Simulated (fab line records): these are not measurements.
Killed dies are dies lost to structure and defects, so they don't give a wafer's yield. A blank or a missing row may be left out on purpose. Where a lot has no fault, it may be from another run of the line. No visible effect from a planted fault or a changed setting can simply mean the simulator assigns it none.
A lot that was struck, set against a sound lot | flow nand_harc | 14 steps out of a route of 1302
Sound: these wafers, L607.1, L607.4, L607.5. Wafers L610.4, L610.6 were the ones struck. The cause is named last.
At each step with rows: each side's tool, then ch and its chambers, then its first start. Under that, the readings that differ: sound wafers | struck wafers | difference of the means | sigmas: that difference in standard deviations of wafers without a fault.
alike: readings whose means differ by less than 2 such deviations, and words and numbers that are the same on both sides. not compared: withheld readings, readings that some wafer has no value for, bounds like >300 that may hide the same value, and numbers for which the record gives no deviation and whose values overlap.
Wherever a step has rows on one side only, a row that says differs or no value, or a row with sigmas, the two part there. Numbers that don't overlap but have no deviation are shown without sigmas and don't part them. A reading that every wafer of one side lacks parts them only if that side has two wafers or more.

first, 5 steps without rows for these wafers: NHARC_A_CHANNEL_HOLE_D1_SOFTBAKE_05 (time 55 s); NHARC_A_CHANNEL_HOLE_D1_EBR_06; NHARC_A_CHANNEL_HOLE_D1_EXPOSE_07 (exposes mask HOLE D1, target cd 100 nm); NHARC_A_CHANNEL_HOLE_D1_PEB_08 (peb time 65 s); NHARC_A_CHANNEL_HOLE_D1_DEVELOP_09 (develop time 35 s).
NHARC_A_CHANNEL_HOLE_D1_CD_MEAS_10 targets a cd of 100 nm.
  sound on cd_sem-03 ch 0, day 11 21:35; struck on cd_sem-03 ch 0, day 13 04:01
  alike: cd_nm
NHARC_A_CHANNEL_HOLE_D1_OVL_MEAS_11:
  sound: overlay-02 at day 11 21:41; struck: overlay-01 at day 13 04:05
  reading           | sound       | struck    | difference | sigmas
  overlay_x_nm (nm) | 1.2 0.9 1.4 | -0.7 -0.5 | -1.8       | -2
  alike: overlay_y_nm
NHARC_A_CHANNEL_HOLE_D1_INSPECT_12:
  sound: defect_inspect-02 at day 11 21:43; struck: defect_inspect-02 at day 13 04:08
  alike: raw_defect_count
NHARC_A_CHANNEL_HOLE_D1_DESCUM_15: chemistry O2, time 3 s.
  sound on rie_diel-12 ch 0,2,3, day 11 21:46; struck on rie_diel-10 ch 0,2, day 13 04:12
  alike: drypump_motor_current_A, oes_product_au, rf_vpp_V, showerhead_plenum_p_Torr, throttle_valve_pct
  not compared: rf_hours_counter_h
NHARC_A_CHANNEL_HOLE_D1_ETCH_38: etches the open film in CF4, target depth 39 nm, time 65 s.
  sound on rie_diel-12 ch 0,1,3, day 11 21:52; struck on rie_diel-10 ch 0,2, day 13 04:17
  alike: drypump_motor_current_A, oes_product_au, rf_vpp_V, run_length_s, showerhead_plenum_p_Torr, throttle_valve_pct
  not compared: rf_hours_counter_h
NHARC_A_CHANNEL_HOLE_D1_ETCH_39: etches the open film in N2/H2, target depth 260 nm, time 325 s.
  sound: rie_diel-12 ch 0,2; struck: rie_diel-10 ch 0,1
  alike: drypump_motor_current_A, h2_flow_sccm, oes_product_au, rf_vpp_V, run_length_s, showerhead_plenum_p_Torr, throttle_valve_pct
  not compared: rf_hours_counter_h
NHARC_A_CHANNEL_HOLE_D1_ETCH_34: etches the open film in CF4/CHF3, target depth 154 nm, time 77 s.
  sound: rie_diel-12 ch 0,2; struck: rie_diel-10 ch 0
  reading               | sound             | struck      | difference | sigmas
  oes_product_au (a.u.) | 0.913 0.935 0.940 | 0.999 1.000 | +0.070     | +3
  alike: drypump_motor_current_A, rf_vpp_V, run_length_s, showerhead_plenum_p_Torr, throttle_valve_pct
  not compared: rf_hours_counter_h
NHARC_A_CHANNEL_HOLE_D1_ETCH_16: etches the open film in O2/COS, target depth 3100 nm, time 806 s.
  sound on rie_diel-12 ch 0,2,3, day 11 22:21; struck on rie_diel-10 ch 2,3, day 13 04:46
  reading          | sound             | struck      | difference | sigmas
  run_length_s (s) | 828.1 827.9 827.1 | 605.0 604.8 | -222.8     | -99 or more
  alike: drypump_motor_current_A, oes_product_au, rf_vpp_V, showerhead_plenum_p_Torr, throttle_valve_pct
  not compared: rf_hours_counter_h
NHARC_A_CHANNEL_HOLE_D1_CD_MEAS_18:
  sound: cd_sem-03 at day 11 22:52; struck: cd_sem-02 at day 13 05:18
  alike: cd_nm

== WHERE THEY PART ==
At NHARC_A_CHANNEL_HOLE_D1_OVL_MEAS_11 first; at NHARC_A_CHANNEL_HOLE_D1_ETCH_16 last (within this record only). Later steps at which nothing parts them and some readings are alike: NHARC_A_CHANNEL_HOLE_D1_CD_MEAS_18.

WHY: what the simulator had put in
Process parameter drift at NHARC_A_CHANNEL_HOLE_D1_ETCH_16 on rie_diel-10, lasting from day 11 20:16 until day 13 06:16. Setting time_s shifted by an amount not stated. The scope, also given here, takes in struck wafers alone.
